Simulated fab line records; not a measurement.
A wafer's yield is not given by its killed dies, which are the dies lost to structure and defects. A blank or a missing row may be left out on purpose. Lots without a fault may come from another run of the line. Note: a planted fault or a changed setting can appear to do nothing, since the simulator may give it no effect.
fab line records | flow n5-finfet | part 2 of 2: steps 5 to 6 of 6
[record] lots = 18 wafers = 54 last-day = 19
route steps=1938 shown MOL_CONTACT_COAG@617 BEOL_M0_SAQP@634 BEOL_M0_CUTY@711
lots untouched by any fault: they come from a run of this same line in which no faults occurred
start-h: hours from the record's opening day to when the first of the lot's shown wafers began | wait-h: time in hours since the lot's previous step | " repeats the value in the row above | L1.1+2: a row that stands for several wafers | - value missing, or start not given | * or withheld: withheld | < > ~ a bound
route shown NAME@n: NAME is a module with steps in the file, n the number in the route of the first one | usual: average and standard deviation across the fault-free wafers | same: alike in all rows | chamber/n: place in a boat | sites: per-site readings | _std_site: how widely they spread, as a standard deviation | _edge_site: inner sites' mean taken away from outer sites' mean | radius-mm: for every site, how far away it sits from the centre of the wafer | mask NAME#n: copy n | behind: the tool/chamber that last shaped the wafer | hold: why the lot went on hold/how many hours it stayed there/how the hold came to an end | device: names the non-switching transistor (n, p or np) | end of line: at the end of the route, the tests of the same wafers | a step without rows: its recipe alone | killed: not the wafer's yield, but the dies lost to structure and defects at the first sort | map: dies across one wafer; x = killed, . = not, _ = none there
set.NAME: the setting as run; set.NAME@STEP: as run at that earlier step | model.NAME: the simulator's own value behind a step, which no gauge read
one table for each step of the route and one row for each wafer, over a sample of lots
services: when a tool's chamber went out of use (start-h, in hours from the record's first day, below 0 if earlier), for how many hours, and the reason
[[steps]]
[step N5_BEOL_M0_SAQP_ETCH_88]
[recipe] chemistry = N2/H2 target = underlayer target-depth-a = 65 time-s = 5.2 ion-energy-ev = 200 mask-material = CAR-EUV pressure-mtorr = 30 source-w = 840 bias-w = 150 n2-flow-sccm = 200 h2-flow-sccm = 200 ends = cleared
[usual] drypump-motor-current-A = 5.75/0.26 etch-rf-on-time-s = 5.19/0.21 h2-flow-sccm = 200.0/0.58 oes-product-au = 0.68/0.071 rf-vpp-V = 523.0/2.7 showerhead-plenum-p-Torr = 2.51/0.091 throttle-valve-pct = 17.89/0.2
// columns lot.wafer tool chamber start-h wait-h drypump-motor-current-A etch-rf-on-time-s h2-flow-sccm oes-product-au rf-hours-counter-h rf-vpp-V showerhead-plenum-p-Torr throttle-valve-pct
L075.3 rie-diel-03 3 117.51 0.0 5.70 5.32 200.2 0.66 149 521.1 2.45 18.11
L075.4 " 3 " " 5.71 5.33 199.2 0.66 - 521.6 2.45 18.08
L075.6 " 1 " " 5.97 5.09 199.8 0.68 - 525.8 2.57 17.96
L076.1 rie-diel-05 3 125.91 0.0 5.97 5.39 199.8 0.72 53 525.1 2.61 18.13
L076.2 " 2 " " 5.34 5.59 201.0 0.60 180 525.3 2.50 17.64
L076.6 " 2 " " 5.32 5.61 201.2 0.61 - 524.2 2.50 17.66
L077.3 rie-diel-03 3 132.16 0.0 5.69 5.26 200.1 0.66 155 519.2 2.45 18.10
L077.4 " 1 " " 5.95 5.02 199.0 0.68 - 524.0 2.57 17.97
L077.5 " 3 " " 5.71 5.30 199.5 0.65 - 519.1 2.45 18.12
L079.1 rie-diel-05 3 141.90 0.0 5.98 5.41 199.1 0.70 57 526.2 2.61 18.15
L079.3 " 0 " " 5.50 5.01 200.4 0.87 3 525.1 2.62 18.10
L079.6 " 1 " " 5.79 5.01 199.3 0.66 - 526.5 2.66 17.79
L080.1 rie-diel-03 2 146.38 0.0 6.03 5.05 200.5 0.61 189 520.0 2.42 17.78
L080.2 " 1 " " 5.97 4.98 199.1 0.68 130 524.2 2.57 17.96
L080.6 " 2 " " 6.03 4.96 200.2 0.62 - 521.1 2.42 17.76
L081.1 rie-diel-03 3 152.55 0.0 5.71 5.29 199.1 0.65 163 520.8 2.45 18.12
L081.4 " 1 " " 5.96 5.07 200.1 0.67 - 522.0 2.56 17.96
L081.6 " 2 " " 6.08 5.07 200.6 0.61 - 520.9 2.42 17.77
L082.2 rie-diel-05 3 167.92 0.0 5.99 5.38 199.8 0.70 64 525.7 2.60 18.17
L082.4 " 2 " " 5.35 5.63 198.9 0.59 190 524.1 2.49 17.65
L082.5 " 0 " " 5.52 5.01 199.2 0.83 - 527.5 2.62 18.12
L083.2 rie-diel-05 3 168.97 0.0 5.99 5.36 200.8 0.71 64 526.4 2.60 18.16
L083.3 " 1 " " 5.76 5.01 199.8 0.66 155 526.6 2.65 17.80
L083.4 " 0 " " 5.48 5.02 199.7 0.85 10 526.1 2.62 18.10
L084.4 rie-diel-05 1 177.57 0.0 5.78 5.01 199.7 0.66 158 526.3 2.65 17.81
L084.5 " 3 " " 5.93 5.33 201.0 0.70 - 525.8 2.60 18.15
L084.6 " 0 " " 5.49 4.97 200.9 0.85 - 527.5 2.62 18.13
L086.1 rie-diel-05 2 185.54 0.0 5.33 5.74 200.3 0.59 195 523.6 2.49 17.68
L086.3 " 3 " " 6.00 5.38 199.4 0.69 69 521.6 2.60 18.17
L086.5 " 2 " " 5.33 5.73 200.6 0.59 - 523.0 2.49 17.68
L087.3 rie-diel-06 0 187.65 0.0 5.58 5.32 200.3 0.75 38 524.1 2.48 17.66
L087.4 " 3 " " 5.87 4.90 199.3 0.67 - 520.7 2.43 17.68
L087.6 " 1 " " 5.66 5.22 200.5 0.63 - 518.9 2.45 17.97
L088.1 rie-diel-03 0 199.07 0.0 6.41 5.35 200.1 0.76 15 522.0 2.48 17.60
L088.3 " 1 " " 5.95 5.06 200.0 0.66 146 524.8 2.56 18.01
L088.4 " 3 " " 5.72 5.37 199.2 0.64 178 521.1 2.44 18.15
L090.1 rie-diel-06 0 207.88 0.0 5.56 5.40 200.0 0.74 45 521.1 2.48 17.68
L090.2 " 3 " " 5.85 5.00 199.5 0.66 143 520.8 2.42 17.73
L090.4 " 0 " " 5.58 5.35 200.4 0.73 - 521.7 2.48 17.70
L091.4 rie-diel-06 3 213.12 0.0 5.85 4.90 198.7 0.68 145 521.7 2.42 17.70
L091.5 " 3 " " 5.89 5.00 199.6 0.66 - 521.5 2.42 17.71
L091.6 " 2 " " 5.33 4.95 199.4 0.86 - 529.4 2.75 17.89
L092.1 rie-diel-05 0 218.94 0.0 5.50 5.05 200.5 0.79 28 525.4 2.61 18.16
L092.3 " 3 " " 5.97 5.41 199.7 0.68 80 525.1 2.60 18.19
L092.4 " 2 " " 5.34 5.60 199.8 0.58 205 522.3 2.49 17.71
L093.1 rie-diel-03 0 225.89 0.0 6.43 5.29 199.9 0.75 24 523.4 2.47 17.61
L093.2 " 1 " " 5.97 5.02 199.9 0.66 156 523.9 2.55 18.00
L093.5 " 2 " " 6.08 5.03 200.0 0.59 - 519.1 2.41 17.83
L096.3 rie-diel-03 0 245.47 0.0 6.41 5.31 199.8 0.75 30 523.1 2.47 17.63
L096.5 " 2 " " 6.06 5.02 201.0 0.58 - 521.4 2.41 17.84
L096.6 " 3 " " 5.69 5.29 200.0 0.63 - 521.5 2.44 18.15
L097.2 rie-diel-06 0 256.46 0.0 5.58 5.33 199.8 0.72 61 522.0 2.47 17.73
L097.3 " 3 " " 5.88 4.89 199.4 0.66 158 522.6 2.42 17.72
L097.5 " 2 " " 5.33 5.02 200.7 0.81 - 531.2 2.74 17.90
[step N5_BEOL_M0_CUTY_DESCUM_61]
[recipe] chemistry = O2 time-s = 7.9 source-power-w = 50 bias-power-w = 20 pressure-mtorr = 20 rf-frequency-hz = 2.712e+07 temp-c = 40 resist = CAR-ArF-block o2-flow-sccm = 225
[usual] drypump-motor-current-A = 5.6/0.44 o2-flow-sccm = 225.0/0.66 oes-product-au = 0.78/0.052 rf-vpp-V = 243.0/1.3 showerhead-plenum-p-Torr = 2.09/0.067 throttle-valve-pct = 20.40/0.19
// columns lot.wafer tool chamber start-h wait-h drypump-motor-current-A o2-flow-sccm oes-product-au rf-hours-counter-h rf-vpp-V showerhead-plenum-p-Torr throttle-valve-pct
L075.3 rie-diel-02 2 118.77 0.0 5.8 225.5 0.80 79 243.8 2.17 20.12
L075.4 " 0 " " 6.1 224.8 0.80 102 241.7 2.00 20.27
L075.6 " 0 " " 6.1 226.4 0.81 - 241.6 2.00 20.25
L076.1 rie-diel-04 1 127.70 0.3 5.8 225.0 0.81 117 244.0 2.14 20.54
L076.2 " 3 " " 5.6 225.5 0.72 180 244.5 2.17 20.35
L076.6 " 3 " " 5.6 225.6 0.72 - 244.7 2.17 20.36
L077.3 rie-diel-04 3 133.75 0.3 5.7 226.5 0.72 183 244.7 2.17 20.36
L077.4 " 1 " " 5.8 224.9 0.79 120 244.1 2.13 20.53
L077.5 " 2 " " 4.7 223.6 0.95 - 244.2 2.13 20.36
L079.1 rie-diel-01 0 143.13 0.0 6.2 224.6 0.75 116 241.2 2.04 20.63
L079.3 " 2 " " 5.6 224.3 0.81 79 242.3 2.12 20.28
L079.6 " 0 " " 6.2 224.9 0.76 - 243.1 2.04 20.64
L080.1 rie-diel-02 1 148.46 0.0 5.2 225.8 0.76 114 244.0 2.09 20.30
L080.2 " 2 " " 5.8 225.8 0.79 89 243.6 2.17 20.12
L080.6 " 2 " " 5.8 224.8 0.79 - 244.1 2.17 20.14
L081.1 rie-diel-02 1 154.32 0.0 5.2 224.6 0.75 116 244.2 2.09 20.30
L081.4 " 3 " " 4.9 226.0 0.86 39 244.6 2.16 20.66
L081.6 " 2 " " 5.8 224.4 0.78 - 246.0 2.17 20.14
L082.2 rie-diel-02 0 169.55 0.3 6.1 225.1 0.79 119 241.3 1.99 20.28
L082.4 " 3 " " 4.9 225.4 0.86 44 244.6 2.16 20.67
L082.5 " 2 " " 5.8 225.8 0.79 - 245.3 2.17 20.13
L083.2 rie-diel-01 1 170.33 0.0 5.8 223.8 0.79 94 242.3 2.03 20.17
L083.3 " 3 " " 5.4 224.6 0.76 127 241.7 2.02 20.64
L083.4 " 0 " " 6.2 224.8 0.76 123 241.4 2.03 20.66
L084.4 rie-diel-04 1 178.80 0.0 5.8 224.3 0.78 132 243.6 2.13 20.56
L084.5 " 0 " " 5.5 224.2 0.69 - 240.2 1.99 20.49
L084.6 " 1 " " 5.8 225.2 0.78 - 242.5 2.13 20.55
L086.1 rie-diel-04 0 186.78 0.0 5.6 225.1 0.70 242 241.1 1.99 20.49
L086.3 " 3 " " 5.7 225.5 0.72 198 244.0 2.17 20.39
L086.5 " 2 " " 4.7 224.7 0.91 - 243.5 2.13 20.37
L087.3 rie-diel-02 3 189.10 0.1 4.9 225.6 0.85 50 243.9 2.16 20.67
L087.4 " 0 " " 6.1 225.3 0.78 127 241.8 1.99 20.30
L087.6 " 3 " " 4.8 224.8 0.84 - 244.1 2.16 20.68
L088.1 rie-diel-02 2 200.47 0.0 5.8 225.0 0.78 106 245.2 2.16 20.17
L088.3 " 0 " " 6.2 225.3 0.79 130 241.2 1.99 20.30
L088.4 " 1 " " 5.2 225.1 0.74 131 243.4 2.09 20.32
L090.1 rie-diel-02 3 209.56 0.5 4.9 225.4 0.84 56 242.3 2.16 20.67
L090.2 " 2 " " 5.8 225.3 0.78 110 244.9 2.16 20.16
L090.4 " 1 " " 5.2 224.6 0.74 135 243.0 2.09 20.33
L091.4 rie-diel-02 3 214.50 0.0 4.9 223.7 0.84 58 243.6 2.16 20.69
L091.5 " 1 " " 5.2 224.2 0.74 - 242.2 2.09 20.34
L091.6 " 0 " " 6.1 225.7 0.78 - 241.6 1.99 20.31
L092.1 rie-diel-01 2 220.45 0.1 5.6 225.6 0.79 103 242.8 2.11 20.32
L092.3 " 0 " " 6.2 225.4 0.74 140 241.1 2.03 20.68
L092.4 " 1 " " 5.7 224.9 0.78 110 241.0 2.02 20.21
L093.1 rie-diel-01 2 227.25 0.0 5.6 226.0 0.78 105 242.7 2.11 20.33
L093.2 " 3 " " 5.4 225.9 0.74 146 240.7 2.01 20.66
L093.5 " 1 " " 5.7 224.1 0.78 - 242.4 2.02 20.20
L096.3 rie-diel-02 1 246.74 0.1 5.2 224.5 0.73 148 244.3 2.08 20.35
L096.5 " 3 " " 4.8 224.9 0.82 - 244.5 2.15 20.71
L096.6 " 2 " " 5.8 225.2 0.76 - 244.2 2.16 20.19
L097.2 rie-diel-01 1 258.10 0.3 5.8 224.8 0.76 123 240.9 2.02 20.23
L097.3 " 2 " " 5.6 224.9 0.78 117 242.7 2.11 20.33
L097.5 " 2 " " 5.6 224.8 0.76 - 244.6 2.11 20.34
[[services]]
// columns tool chamber start-h hours kind
rie-diel-04 3 85.35 15.4 repair
rie-diel-05 0 87.02 11.6 repair
rie-diel-01 3 89.17 31.4 repair
rie-diel-06 - 90.88 0.7 repair
rie-diel-01 - 116.22 0.3 repair
rie-diel-03 0 116.90 - clean
rie-diel-03 0 116.90 - consumable-replace:esc
rie-diel-04 - 134.04 2.8 pm
pvd-sputter-03 - 138.10 13.5 repair
rie-diel-03 1 154.43 5.8 repair
rie-diel-06 3 165.87 11.5 repair
pvd-sputter-02 - 177.90 0.7 repair
rie-diel-02 2 180.71 1.5 repair
rie-diel-06 2 182.28 6.3 repair
rie-diel-02 3 182.82 5.4 repair
rie-diel-03 3 204.13 13.8 repair
rie-diel-01 - 205.96 2.7 repair
rie-diel-06 - 216.83 4.3 pm
rie-diel-04 1 218.53 47.5 repair
rie-diel-05 3 228.51 2.4 repair
rie-diel-06 2 235.86 5.7 repair
rie-diel-05 - 249.68 4.3 pm
rie-diel-02 2 251.79 2.0 repair
rie-diel-02 0 254.07 3.1 repair
